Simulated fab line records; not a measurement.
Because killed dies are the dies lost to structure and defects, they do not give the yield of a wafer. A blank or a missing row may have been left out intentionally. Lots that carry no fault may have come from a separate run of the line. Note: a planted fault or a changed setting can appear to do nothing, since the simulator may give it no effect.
Which tool is to blame? -- flow nandHarc -- 11 lots (33 wafers sampled), 1 step of a 1159-step route

== WHAT EACH GAUGE READ, for each wafer ==
NHARC_A_M1_INSPECT_27.
lot,measured,on,rawDefectCount
L441,day 17 22:23,defectInspect-02,302 240 270
L442,day 18 00:48,defectInspect-02,369 436 385
L444,day 18 03:14,defectInspect-01,427 310 343
L443,day 18 04:05,defectInspect-01,371 338 299
L445,day 19 00:41,defectInspect-02,582 410 384
L446,day 19 12:34,defectInspect-02,760 411 579
L448,day 20 06:21,defectInspect-02,395 415 390
L447,day 20 06:59,defectInspect-02,716 531 457
L455,day 21 02:38,defectInspect-01,357 348 480
L456,day 22 05:29,defectInspect-02,1021 433 457
L461,day 23 17:31,defectInspect-02,374 480 431

== WHICH TOOL RAN EACH LOT (tool, then ch and the chambers of the sampled wafers, then the start) ==
Record: no process step prior to these readings.

== THE ANSWER, worked out from the rows above alone ==
Rule: what is usual is taken from the lots themselves. The widest of any qualifying gaps counts: lots, ordered by their means at a reading, are off when they make up no more than a third of the lots, leave a main group of 4 or more, and stand apart from it by 3 or more times the standard deviation of that group's means. A main group is skipped when, at the precision printed for the reading in the tables above, its means are all equal. A lot without any number at a reading at which 4 lots or more have one is off too. The other lots that the step has rows for count as sound.
No lot is off at any reading shown: from this, nothing can be told.

== WHAT WAS PUT IN BY THE SIMULATOR ==
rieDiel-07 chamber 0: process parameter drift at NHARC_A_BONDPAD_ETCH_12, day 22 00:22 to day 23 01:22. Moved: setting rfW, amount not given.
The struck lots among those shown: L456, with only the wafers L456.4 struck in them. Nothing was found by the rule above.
